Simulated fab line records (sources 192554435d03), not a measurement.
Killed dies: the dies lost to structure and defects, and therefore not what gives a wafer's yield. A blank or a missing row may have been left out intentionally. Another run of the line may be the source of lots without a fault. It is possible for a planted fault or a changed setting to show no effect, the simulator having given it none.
Chamber matching -- flow n5 finfet -- ald metal-03 running N5_BEOL_M8_ALD_77: 4 sister chambers
The step deposits TaN, target thk 2 nm, pulse time 2 s, purge time 3 s. 36 wafers are shown with their chamber, then 12 later ones without.

EACH WAFER AND ITS CHAMBER
wafer,chamber,heater power w (W)
L076.3,3,330
L076.4,0,420
L076.6,2,394
L077.1,0,413
L077.2,2,397
L077.6,1,456
L080.2,0,420
L080.3,1,470
L080.5,1,469
L081.2,1,465
L081.3,2,384
L081.6,1,466
L082.1,0,414
L082.4,3,327
L082.5,3,338
L084.1,3,323
L084.3,0,414
L084.6,2,403
L085.1,0,410
L085.4,2,409
L085.5,3,330
L086.3,1,462
L086.5,1,459
L086.6,2,394
L088.2,2,404
L088.3,1,454
L088.4,0,419
L089.2,3,329
L089.3,0,413
L089.4,2,396
L090.1,3,335
L090.3,1,465
L090.4,0,412
L087.1,3,327
L087.3,0,423
L087.5,3,328

SIGNATURES, as means of the wafers listed above
reading,chamber 0,chamber 1,chamber 2,chamber 3,scatter within a chamber
heater power w,415.80,462.89,397.62,329.67,5.56
Rule: a wafer's distance from a chamber is the root of the sum, over the readings, of the square of ((its reading less the chamber's mean) divided by the reading's scatter). If the next closest chamber is less than 2 further off than the closest, the wafer can't be placed; otherwise it belongs to the closest. The scatter: take each reading less its chamber's mean, square it, sum over the shown wafers, divide by the number of wafers less the number of chambers, and take the root.

WAFERS WHOSE CHAMBER IS MISSING
wafer,heater power w (W)
L091.3,329
L091.4,416
L091.5,397
L092.4,405
L092.5,411
L092.6,331
L097.2,332
L097.3,405
L097.5,403
L096.3,436
L096.4,314
L096.5,328

THE CHAMBER EACH PASSED THROUGH
wafer,from the rows above,in truth
L091.3,3,3
L091.4,0,0
L091.5,2,2
L092.4,can't be placed: 2 or 0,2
L092.5,can't be placed: 0 or 2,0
L092.6,3,3
L097.2,3,3
L097.3,can't be placed: 2 or 0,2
L097.5,can't be placed: 2 or 0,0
L096.3,can't be placed: 0 or 1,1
L096.4,3,3
L096.5,3,3
Correctly placed: 7 of 12. Cannot be placed on the basis of these rows: 5; the candidates contain the true chamber in 5. Number placed wrongly: 0.
